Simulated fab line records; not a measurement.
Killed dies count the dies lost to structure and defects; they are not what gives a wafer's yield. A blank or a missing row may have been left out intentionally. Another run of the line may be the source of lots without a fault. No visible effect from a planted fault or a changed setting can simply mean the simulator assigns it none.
Which tool was responsible? | flow n5Finfet | 11 lots, 33 wafers sampled, at 2 steps of a route of 1938

## WHAT EACH GAUGE READ, for each wafer
N5_BEOL_M8_OVL_MEAS_12.
lot  | measured     | on         | M8_OVL (nm)
L262 | day 9 22:23  | overlay-01 | 0.1 0.0 -0.6
L267 | day 10 20:35 | overlay-02 | 0.0 -0.1 -0.4
L269 | day 10 21:02 | overlay-02 | 0.1 0.0 -0.1
L270 | day 11 07:15 | overlay-02 | -0.5 1.0 -0.6
L273 | day 12 08:41 | overlay-01 | 0.1 0.8 0.9
L274 | day 12 11:38 | overlay-01 | 1.7 0.7 -0.1
L276 | day 13 05:59 | overlay-02 | 0.5 0.7 0.2
L281 | day 14 10:05 | overlay-01 | -0.8 -1.0 -0.6
L280 | day 14 15:13 | overlay-01 | -0.1 -0.1 1.0
L282 | day 14 21:01 | overlay-01 | 0.9 0.3 1.5
L283 | day 15 07:45 | overlay-01 | 1.0 1.0 -0.2

## WHICH TOOL RAN EACH LOT (tool, then ch and the chambers of the sampled wafers, then the start)
lot  | N5_BEOL_M8_HM_DEP_02
L262 | pvdSputter-03, day 9 21:51
L267 | pvdSputter-03, day 10 20:03
L269 | pvdSputter-03, day 10 20:38
L270 | pvdSputter-01, day 11 06:43
L273 | pvdSputter-03, day 12 08:06
L274 | pvdSputter-01, day 12 11:06
L276 | pvdSputter-03, day 13 05:27
L281 | pvdSputter-01, day 14 09:34
L280 | pvdSputter-01, day 14 14:41
L282 | pvdSputter-03, day 14 20:29
L283 | pvdSputter-02, day 15 07:21
- N5_BEOL_M8_HM_DEP_02: deposits TiN, target thk 20 nm.

## AS READ BY THE TOOLS THEMSELVES (means over the sampled wafers that have a number; for cases with no such wafer, the mark the record gives instead)
N5_BEOL_M8_HM_DEP_02.
lot  | tool          | throttleValvePct (%)
L262 | pvdSputter-03 | 30.8
L267 | pvdSputter-03 | 30.8
L269 | pvdSputter-03 | 29.8
L270 | pvdSputter-01 | 30.1
L273 | pvdSputter-03 | 30.1
L274 | pvdSputter-01 | 30.1
L276 | pvdSputter-03 | 29.5
L281 | pvdSputter-01 | 29.9
L280 | pvdSputter-01 | 30.2
L282 | pvdSputter-03 | 30.3
L283 | pvdSputter-02 | 29.6

## THE ANSWER, worked out from the rows above alone
Rule: usual is defined by the lots themselves. Put in order of their means at a reading, lots are off if they are a third of the lots or fewer, leave a main group of 4 or more, and stand apart from it by a gap of 3 or more times the standard deviation of the main group's means; of several such gaps the widest counts. Not used: any main group whose means are identical at the precision the tables above print for the reading. Also off: a lot with no number at a reading for which 4 or more lots have one. Any other lot the step has rows for is counted as sound. First the gauges in route order, then the tools' own readings, where a lot's mean is used as printed above. The first step at which some lot is off is used, and at that step the reading that is off furthest; a lot without a number counts as furthest.
No lot is off at any reading shown: from this, nothing can be told.

## WHAT HAD BEEN PUT IN BY THE SIMULATOR
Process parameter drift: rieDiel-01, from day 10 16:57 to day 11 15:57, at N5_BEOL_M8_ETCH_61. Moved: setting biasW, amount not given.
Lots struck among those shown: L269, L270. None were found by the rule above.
